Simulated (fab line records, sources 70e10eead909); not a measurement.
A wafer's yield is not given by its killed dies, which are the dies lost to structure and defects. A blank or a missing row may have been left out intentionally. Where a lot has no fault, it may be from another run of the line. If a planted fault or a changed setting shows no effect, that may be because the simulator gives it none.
Which tool did it? ; flow nandHarc ; Sampling: 15 lots, 43 wafers, 4 of 1302 route steps

== WHAT THE GAUGES SHOWED, per wafer ==
NHARC_P_GATE_INSPECT_68. Usual: rawDefectCount at 201, with a standard deviation of 82.
lot;measured;on;rawDefectCount;flag
L632;day 6 01:35;defectInspect-01;134 167 110;
L634;day 7 05:22;defectInspect-01;254 243 234;
L635;day 7 12:09;defectInspect-01;131 218 246;
L637;day 8 11:31;defectInspect-01;174 202 365;
L638;day 9 03:48;defectInspect-01;176 240 153;
L639;day 9 08:15;defectInspect-02;218 158 309;
L640;day 9 17:41;defectInspect-02;123 103 124;
L641;day 10 11:07;defectInspect-02;155 222 181;
L642;day 10 13:46;defectInspect-01;130 135 117;
L643;day 11 01:32;defectInspect-02;114 147;
L646;day 11 17:53;defectInspect-02;389 376 366;
L647;day 12 15:38;defectInspect-02;250 112;
L652;day 14 19:17;defectInspect-02;92 146 157;
L653;day 15 05:10;defectInspect-02;320 146 227;
L654;day 15 06:08;defectInspect-02;231 227 359;

NHARC_P_CONTACT_CD_MEAS_12 targets a cd of 90 nm. Usual: cdNm at 90.1 nm, with a standard deviation of 0.61.
lot;measured;on;cdNm (nm);flag
L632;day 6 03:13;cdSem-01;89.6 89.5 91.1;
L634;day 7 06:52;cdSem-03;89.0 89.7 90.0;
L635;day 7 13:38;cdSem-01;90.9 90.6 90.8;
L637;day 8 13:22;cdSem-01;91.0 90.5 89.8;
L638;day 9 05:17;cdSem-02;91.3 91.2 90.7;
L639;day 9 09:52;cdSem-02;90.9 90.2 91.1;
L640;day 9 19:19;cdSem-01;90.0 90.0 89.4;
L641;day 10 13:11;cdSem-01;90.0 90.3 90.3;
L642;day 10 15:16;cdSem-01;89.8 89.5 90.5;
L643;day 11 03:08;cdSem-03;90.2 90.7;
L646;day 11 19:30;cdSem-02;91.3 90.7 90.4;
L647;day 12 17:29;cdSem-02;91.2 90.9;
L652;day 14 20:55;cdSem-03;89.8 90.5 90.0;
L653;day 15 06:47;cdSem-02;90.0 89.3 89.0;
L654;day 15 07:45;cdSem-02;90.4 90.0 89.6;

== TOOL THAT RAN EACH LOT (tool first, then ch and the chambers of the sampled wafers, then the start) ==
lot;NHARC_P_CONTACT_DEP_30;NHARC_P_CONTACT_SOFTBAKE_07
L632;pecvd-02 ch 0,1, day 6 01:44;lithoTrack-06 ch 0, day 6 02:00
L634;pecvd-01 ch 0,1, day 7 05:29;lithoTrack-06 ch 0, day 7 06:00
L635;pecvd-02 ch 0,1,2, day 7 12:13;lithoTrack-04 ch 0, day 7 13:00
L637;pecvd-02 ch 0,2, day 8 11:41;lithoTrack-04 ch 0, day 8 12:00
L638;pecvd-01 ch 0,1, day 9 03:55;lithoTrack-06 ch 0, day 9 04:00
L639;pecvd-03 ch 1,2, day 9 08:22;lithoTrack-04 ch 0, day 9 09:00
L640;pecvd-03 ch 0,2, day 9 17:46;lithoTrack-06 ch 0, day 9 18:00
L641;pecvd-01 ch 0,1,2, day 10 11:41;lithoTrack-06 ch 0, day 10 12:00
L642;pecvd-03 ch 1,2, day 10 13:50;lithoTrack-04 ch 0, day 10 14:00
L643;pecvd-02 ch 0,1, day 11 01:45;lithoTrack-06 ch 0, day 11 02:00
L646;pecvd-03 ch 0,2, day 11 18:02;lithoTrack-06 ch 0, day 11 19:00
L647;pecvd-01 ch 1,2, day 12 15:46;lithoTrack-06 ch 0, day 12 17:00
L652;pecvd-03 ch 0,2, day 14 19:26;lithoTrack-04 ch 0, day 14 20:00
L653;pecvd-02 ch 0,1, day 15 05:14;lithoTrack-01 ch 0, day 15 06:00
L654;pecvd-03 ch 0,1, day 15 06:14;lithoTrack-06 ch 0, day 15 07:00
- NHARC_P_CONTACT_DEP_30: deposits SiNx, target thk 30 nm.
- NHARC_P_CONTACT_SOFTBAKE_07: time 55 s.

== WHAT THE TOOLS THEMSELVES READ (means of the sampled wafers that have a number; where no wafer has one, the mark that the record gives instead) ==
NHARC_P_CONTACT_DEP_30. Usual: heaterPowerW at 738 W, with a standard deviation of 98.
lot;tool;heaterPowerW (W);flag
L632;pecvd-02;824;
L634;pecvd-01;640;
L635;pecvd-02;754;
L637;pecvd-02;662;
L638;pecvd-01;662;
L639;pecvd-03;690;
L640;pecvd-03;731;
L641;pecvd-01;716;
L642;pecvd-03;717;
L643;pecvd-02;758;
L646;pecvd-03;717;
L647;pecvd-01;780;
L652;pecvd-03;714;
L653;pecvd-02;858;
L654;pecvd-03;787;

NHARC_P_CONTACT_SOFTBAKE_07. Usual: heaterPowerTotalW at 188.45 W, with a standard deviation of 0.13.
lot;tool;heaterPowerTotalW (W);flag
L632;lithoTrack-06;188.52;
L634;lithoTrack-06;188.37;
L635;lithoTrack-04;188.44;
L637;lithoTrack-04;188.32;
L638;lithoTrack-06;188.57;
L639;lithoTrack-04;188.42;
L640;lithoTrack-06;188.37;
L641;lithoTrack-06;188.57;
L642;lithoTrack-04;188.41;
L643;lithoTrack-06;255.63;OFF
L646;lithoTrack-06;233.26;OFF
L647;lithoTrack-06;323.21;OFF
L652;lithoTrack-04;188.46;
L653;lithoTrack-01;188.41;
L654;lithoTrack-06;188.33;

== THE ANSWER, worked out from the rows above alone ==
Rule: a lot counts as off when the mean over its wafers that have a number is more than 3 standard deviations away from the usual mean. Also off: a lot with no number at a reading for which 4 or more lots have one. All remaining lots with rows at the step are treated as sound. The gauges are gone through in route order, then the tools' own readings, and for those a lot's mean is taken as printed above. The first step at which some lot is off is used, and at that step the reading that is off furthest; a lot without a number counts as furthest.
Off, at NHARC_P_CONTACT_SOFTBAKE_07 on heaterPowerTotalW: L643, L646, L647.
If a tool, at that step or one of the process steps before it, ran each lot that is off and ran no sound lot following the first of them, it fits. None of those tried fits.

== WHAT HAD BEEN PUT IN BY THE SIMULATOR ==
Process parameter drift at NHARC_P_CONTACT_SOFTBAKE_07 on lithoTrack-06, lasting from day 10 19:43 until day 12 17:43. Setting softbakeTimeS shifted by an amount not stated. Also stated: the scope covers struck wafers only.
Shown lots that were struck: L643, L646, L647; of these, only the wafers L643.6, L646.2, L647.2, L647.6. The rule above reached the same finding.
